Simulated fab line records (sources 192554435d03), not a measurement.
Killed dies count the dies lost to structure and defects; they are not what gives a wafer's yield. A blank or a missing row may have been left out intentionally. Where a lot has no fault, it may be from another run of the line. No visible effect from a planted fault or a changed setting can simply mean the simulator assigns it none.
Split-lot experiment || flow n5_finfet || 7 lots, 21 wafers read, on a route of 1938 steps

== ON THE SPLIT ==
At N5_PASSIVATION_PASS_ETCH_74 (etches SiNx in CF4/O2, target depth 220 nm, time 110 s), the setting source_w was moved away from the recipe's 535 W on 8 of the 21 wafers read, by -12.3% to +15.8%. For the rest of the wafers, this setting stayed at what the recipe calls for.

The split's own step is where the reading is taken.

== THE READING ==
rf_vpp_V, in V, at N5_PASSIVATION_PASS_ETCH_74 (etches SiNx in CF4/O2, target depth 220 nm, time 110 s). A value of 242 V with a standard deviation of 3.9 V is what fault-free wafers of this fab line usually give.

{"wafer": "L074.1", "tool, chamber at the split": "rie_diel-03, 0", "source_w as run, W": 535, "against the recipe": "recipe", "rf_vpp_V, V": 236, "against lot-mates on the recipe": "-"}
{"wafer": "L074.3", "tool, chamber at the split": "rie_diel-03, 2", "source_w as run, W": 469.1, "against the recipe": "-12.3%", "rf_vpp_V, V": 259, "against lot-mates on the recipe": "+23"}
{"wafer": "L074.5", "tool, chamber at the split": "rie_diel-03, 2", "source_w as run, W": 469.1, "against the recipe": "-12.3%", "rf_vpp_V, V": 259, "against lot-mates on the recipe": "+23"}
{"wafer": "L075.3", "tool, chamber at the split": "rie_diel-04, 1", "source_w as run, W": 535, "against the recipe": "recipe", "rf_vpp_V, V": 242, "against lot-mates on the recipe": "-"}
{"wafer": "L075.4", "tool, chamber at the split": "rie_diel-04, 3", "source_w as run, W": 535, "against the recipe": "recipe", "rf_vpp_V, V": 245, "against lot-mates on the recipe": "-"}
{"wafer": "L075.5", "tool, chamber at the split": "rie_diel-04, 3", "source_w as run, W": 535, "against the recipe": "recipe", "rf_vpp_V, V": 247, "against lot-mates on the recipe": "-"}
{"wafer": "L079.2", "tool, chamber at the split": "rie_diel-01, 1", "source_w as run, W": 535, "against the recipe": "recipe", "rf_vpp_V, V": 244, "against lot-mates on the recipe": "-"}
{"wafer": "L079.4", "tool, chamber at the split": "rie_diel-01, 2", "source_w as run, W": 535, "against the recipe": "recipe", "rf_vpp_V, V": 234, "against lot-mates on the recipe": "-"}
{"wafer": "L079.6", "tool, chamber at the split": "rie_diel-01, 3", "source_w as run, W": 602.8, "against the recipe": "+12.7%", "rf_vpp_V, V": 228, "against lot-mates on the recipe": -11}
{"wafer": "L082.2", "tool, chamber at the split": "rie_diel-04, 2", "source_w as run, W": 607.5, "against the recipe": "+13.6%", "rf_vpp_V, V": 226, "against lot-mates on the recipe": -17}
{"wafer": "L082.5", "tool, chamber at the split": "rie_diel-04, 2", "source_w as run, W": 607.5, "against the recipe": "+13.6%", "rf_vpp_V, V": 226, "against lot-mates on the recipe": -17}
{"wafer": "L082.6", "tool, chamber at the split": "rie_diel-04, 1", "source_w as run, W": 535, "against the recipe": "recipe", "rf_vpp_V, V": 243, "against lot-mates on the recipe": "-"}
{"wafer": "L086.2", "tool, chamber at the split": "rie_diel-03, 3", "source_w as run, W": 535, "against the recipe": "recipe", "rf_vpp_V, V": 242, "against lot-mates on the recipe": "-"}
{"wafer": "L086.4", "tool, chamber at the split": "rie_diel-03, 0", "source_w as run, W": 535, "against the recipe": "recipe", "rf_vpp_V, V": 237, "against lot-mates on the recipe": "-"}
{"wafer": "L086.6", "tool, chamber at the split": "rie_diel-03, 1", "source_w as run, W": 603.1, "against the recipe": "+12.7%", "rf_vpp_V, V": 233, "against lot-mates on the recipe": -6}
{"wafer": "L091.1", "tool, chamber at the split": "rie_diel-04, 3", "source_w as run, W": 535, "against the recipe": "recipe", "rf_vpp_V, V": 245, "against lot-mates on the recipe": "-"}
{"wafer": "L091.3", "tool, chamber at the split": "rie_diel-04, 0", "source_w as run, W": 619.6, "against the recipe": "+15.8%", "rf_vpp_V, V": 228, "against lot-mates on the recipe": -15}
{"wafer": "L091.4", "tool, chamber at the split": "rie_diel-04, 1", "source_w as run, W": 535, "against the recipe": "recipe", "rf_vpp_V, V": 241, "against lot-mates on the recipe": "-"}
{"wafer": "L092.2", "tool, chamber at the split": "rie_diel-04, 1", "source_w as run, W": 535, "against the recipe": "recipe", "rf_vpp_V, V": 242, "against lot-mates on the recipe": "-"}
{"wafer": "L092.3", "tool, chamber at the split": "rie_diel-04, 3", "source_w as run, W": 507.4, "against the recipe": "-5.2%", "rf_vpp_V, V": 253, "against lot-mates on the recipe": "+10"}
{"wafer": "L092.6", "tool, chamber at the split": "rie_diel-04, 3", "source_w as run, W": 535, "against the recipe": "recipe", "rf_vpp_V, V": 244, "against lot-mates on the recipe": "-"}

THE FIT
A straight line over all 21 wafers: rf_vpp_V changes by -1.14 V for each +1% of source_w; r = -0.93; the points scatter about the line by 3.7 V.
The same after taking each lot's own level away (the mean of its wafers on the recipe; 21 wafers): -1.27 V for each +1%; r = -0.93; scatter 3.8 V.
That fit puts the effect of the largest move of source_w on the reading at 20 V.
Across the lots, their own levels run from 236.0 to 244.7 V, a range of 2.2 times the standard deviation given above.
So the lot-to-lot level changes the slope little: the two slopes agree.
Check: for one of the wafers moved furthest among these (+15.8%), held out of the fit, the line's prediction against its lot-mates is -19.1 V. It came out at -15 V against them.
Tool readings at the split's step, against how far the setting was moved: rf_vpp_V r = -0.93.

== ADDITIONAL SPLITS CARRIED BY THESE WAFERS ==
Note: prior to the reading, these wafers also went through further splits. Each is held against what the fit with the lots' levels taken away leaves over:
{"other split on the same wafers": "N5_BEOL_M15_TRENCH_ETCH_34 time_s", "wafers away from the commonest value": 4, "r with rf_vpp_V (lot level and that fit taken away)": "+0.11"}

== THE WHOLE CHAIN: every reading that the file lists as answering this split, in the file's order ==
{"step": "N5_PASSIVATION_PASS_ETCH_74", "what it does": "etches SiNx in CF4/O2, target depth 220 nm, time 110 s", "reading": "rf_vpp_V", "change (the file's fit)": "-1.11 V for each +1% of the setting", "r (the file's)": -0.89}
{"step": "N5_PASSIVATION_PASS_ETCH_74", "what it does": "etches SiNx in CF4/O2, target depth 220 nm, time 110 s", "reading": "etch.depth_nm (the simulator's own value, which no gauge read)", "change (the file's fit)": "+2.3 nm for each +1% of the setting", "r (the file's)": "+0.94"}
{"step": "N5_PASSIVATION_PASS_ETCH_74", "what it does": "etches SiNx in CF4/O2, target depth 220 nm, time 110 s", "reading": "TV_OPEN.cd_offset_nm (the simulator's own value, which no gauge read)", "change (the file's fit)": "-0.129 nm for each +1% of the setting", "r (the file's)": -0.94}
{"step": "N5_PASSIVATION_VIA_ETCH_13", "what it does": "etches SiO2 in CHF3/O2, target depth 660 nm, time 330 s", "reading": "TV_OPEN.cd_offset_nm (the simulator's own value, which no gauge read)", "change (the file's fit)": "-0.135 nm for each +1% of the setting", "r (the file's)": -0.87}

== THE FILE'S OWN FIT ==
rf_vpp_V changes by -1.11 V for each +1% of source_w, r = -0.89.
